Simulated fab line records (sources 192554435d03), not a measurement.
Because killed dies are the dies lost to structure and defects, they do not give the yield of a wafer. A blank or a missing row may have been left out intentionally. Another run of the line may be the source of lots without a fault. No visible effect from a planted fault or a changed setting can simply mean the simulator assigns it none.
A lot that was struck, set against a sound lot | flow n5 finfet | 14 out of 1938 route steps
Sound: wafers L576.3, L576.5, L576.6. Wafers L568.1, L568.4, L568.5 were the ones struck. Last of all comes the cause.
Order at every step that has rows: each side's tool, ch and its chambers, its first start. Under that, the readings that differ: sound wafers | struck wafers | difference of the means | sigmas: that difference in standard deviations of wafers without a fault.
alike: readings whose means differ by less than 2 such deviations, and words and numbers that are the same on both sides. not compared: withheld readings, readings that some wafer has no value for, bounds like >300 that may hide the same value, and numbers for which the record gives no deviation and whose values overlap.
Wherever a step has rows on one side only, a row that says differs or no value, or a row with sigmas, the two part there. When numbers do not overlap yet have no deviation, they are printed without sigmas and do not part them. A reading missing from all wafers of one side parts the sides only when that side holds two or more wafers.

N5_BEOL_M9_RS_MEAS_57: uses a four-point probe to measure.
  sound on film metro-01 at day 15 23:37; struck on film metro-01 at day 12 20:30
  alike: M9_RS
N5_BEOL_M9_INSPECT_58: inspects for defects (darkfield).
  sound on defect inspect-02 at day 15 23:38; struck on defect inspect-01 at day 12 20:31
  alike: raw defect count
N5_BEOL_M10_ILD_DEP_00: deposits SiCOH lowk from DEMS/porogen, target thk 308.51 nm, time 58 s.
  sound on pecvd-01 ch 0,2, day 15 23:40; struck on pecvd-03 ch 0,1, day 12 20:34
  alike: heater power w, showerhead plenum p Torr, throttle valve pct
N5_BEOL_M10_CURE_71: cures SiCOH lowk, time 240 s.
  sound on uv cure-01 ch 0, day 15 23:54; struck on uv cure-03 ch 0, day 12 20:38
  alike: lamp power pct, wafer_temp_C_max
N5_BEOL_M10_THK_MEAS_01:
  sound on film metro-02 at day 16 00:16; struck on film metro-01 at day 12 21:09
  alike: M10_ILD_THK
N5_BEOL_M10_PECVD_70: deposits SiO2 from TEOS/O2, target thk 20 nm, time 22.7 s.
  sound on pecvd-01 ch 0,1,2, day 16 00:17; struck on pecvd-01 ch 1,2, day 12 21:11
  alike: heater power w, showerhead plenum p Torr, throttle valve pct
N5_BEOL_M10_HM_DEP_02: deposits TiN, target thk 20 nm.
  sound on pvd sputter-01 at day 16 02:28; struck on pvd sputter-03 at day 12 21:47
  alike: substrate temp c, throttle valve pct
then, 5 steps without rows for these wafers: N5_BEOL_M10_COAT_59 (time 60 s, resist thk 100 nm); N5_BEOL_M10_COAT_60 (time 60 s, resist thk 30 nm); N5_BEOL_M10_COAT_05 (resist thk 90 nm); N5_BEOL_M10_EBR_07; N5_BEOL_M10_SOFTBAKE_06 (time 60 s).
N5_BEOL_M10_EXPOSE_08: exposes mask M10.
  sound on arfi scanner-02 ch 0, day 16 02:44; struck on arfi scanner-02, day 12 22:15
  no value came back on the struck wafers for dipole opening deg (degrees), exposure dose mJ cm2, reticle temp C (C), stage vel mm s (mm/s); on the sound wafers dipole opening deg (degrees) reads 40 40 40
  alike: mask
then, 1 step without rows for these wafers: N5_BEOL_M10_PEB_09 (peb time 60 s).

WHERE THEY PART
Within this record, at N5_BEOL_M10_EXPOSE_08 only.

WHY: whatever the simulator had introduced
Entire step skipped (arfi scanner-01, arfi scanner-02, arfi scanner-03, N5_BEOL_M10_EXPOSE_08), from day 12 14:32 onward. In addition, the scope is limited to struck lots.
